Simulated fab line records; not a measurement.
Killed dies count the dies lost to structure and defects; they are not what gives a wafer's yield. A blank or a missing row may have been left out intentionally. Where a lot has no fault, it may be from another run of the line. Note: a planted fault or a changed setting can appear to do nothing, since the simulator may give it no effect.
Matching of chambers    flow nand_harc    NHARC_A_STAIRCASE_DESCUM_252 on rie_diel-11: 4 sister chambers
The step chemistry O2, time 3 s. 24 wafers are shown with their chamber, then 12 later ones without.

## EACH WAFER AND ITS CHAMBER
wafer   chamber  drypump_motor_current_A (A)  showerhead_plenum_p_Torr (Torr)  oes_product_au (a.u.)
L075.1  1        5.48                         1.94                             0.988
L075.2  0        6.21                         1.78                             0.987
L075.5  1        5.49                         1.94                             0.988
L076.1  1        5.47                         1.94                             1.000
L076.3  2        5.94                         1.86                             1.001
L076.4  0        6.18                         1.78                             0.985
L077.1  2        5.95                         1.86                             0.991
L077.4  3        5.88                         1.88                             0.994
L077.5  2        5.94                         1.86                             0.987
L080.1  3        5.89                         1.88                             1.002
L080.2  0        6.18                         1.77                             0.983
L080.5  3        5.88                         1.88                             0.990
L083.2  3        5.89                         1.87                             0.996
L083.5  3        5.90                         1.88                             0.998
L083.6  2        5.96                         1.85                             0.995
L089.3  1        5.47                         1.93                             0.993
L089.5  0        6.20                         2.07                             0.987
L089.6  1        5.46                         1.93                             0.991
L087.1  2        5.94                         1.85                             0.996
L087.3  1        5.47                         1.93                             0.984
L087.5  0        6.21                         2.07                             0.998
L093.1  1        5.50                         1.93                             1.002
L093.4  0        6.17                         2.06                             0.994
L093.6  1        5.49                         1.93                             0.985

SIGNATURES (averages over the wafers above)
reading                   chamber 0  chamber 1  chamber 2  chamber 3  scatter within a chamber
drypump_motor_current_A   6.1917     5.4787     5.9460     5.8880     0.013
showerhead_plenum_p_Torr  1.9217     1.9337     1.8560     1.8780     0.0796
oes_product_au            0.98900    0.99138    0.99400    0.99600    0.00577
Rule: distance of a wafer from a chamber = root of the sum over the readings of ((wafer's reading minus chamber's mean) / reading's scatter) squared. If the next closest chamber is less than 2 further off than the closest, the wafer can't be placed; otherwise it belongs to the closest. The scatter is the square root of a quotient: the sum, over the shown wafers, of each reading's squared deviation from its chamber's mean, divided by wafers minus chambers.

## WAFERS WITHOUT THEIR CHAMBER
wafer   drypump_motor_current_A (A)  showerhead_plenum_p_Torr (Torr)  oes_product_au (a.u.)
L094.1  5.87                         1.86                             0.987
L094.3  6.21                         2.06                             0.983
L094.4  5.47                         1.93                             0.988
L095.1  6.21                         2.06                             0.996
L095.4  5.91                         1.86                             0.995
L095.5  5.90                         1.86                             0.995
L097.2  6.23                         2.06                             0.980
L097.4  5.89                         1.84                             0.983
L097.5  6.20                         2.06                             0.985
L096.2  5.46                         1.93                             0.993
L096.3  5.91                         1.86                             1.008
L096.5  5.94                         1.84                             0.987

## THE CHAMBER EACH PASSED THROUGH
wafer    from the rows above       in truth
L094.1   3                         3
L094.3   0                         0
L094.4   1                         1
L095.1   0                         0
L095.4   can't be placed: 3 or 2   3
L095.5   3                         3
L097.2   0                         0
L097.4   3                         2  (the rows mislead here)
L097.5   0                         0
L096.2   1                         1
L096.3   can't be placed: 3 or 2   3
L096.5   2                         2
9 of 12 placed correctly. Cannot be placed on the basis of these rows: 2; the candidates contain the true chamber in 2. Placed wrongly: 1.
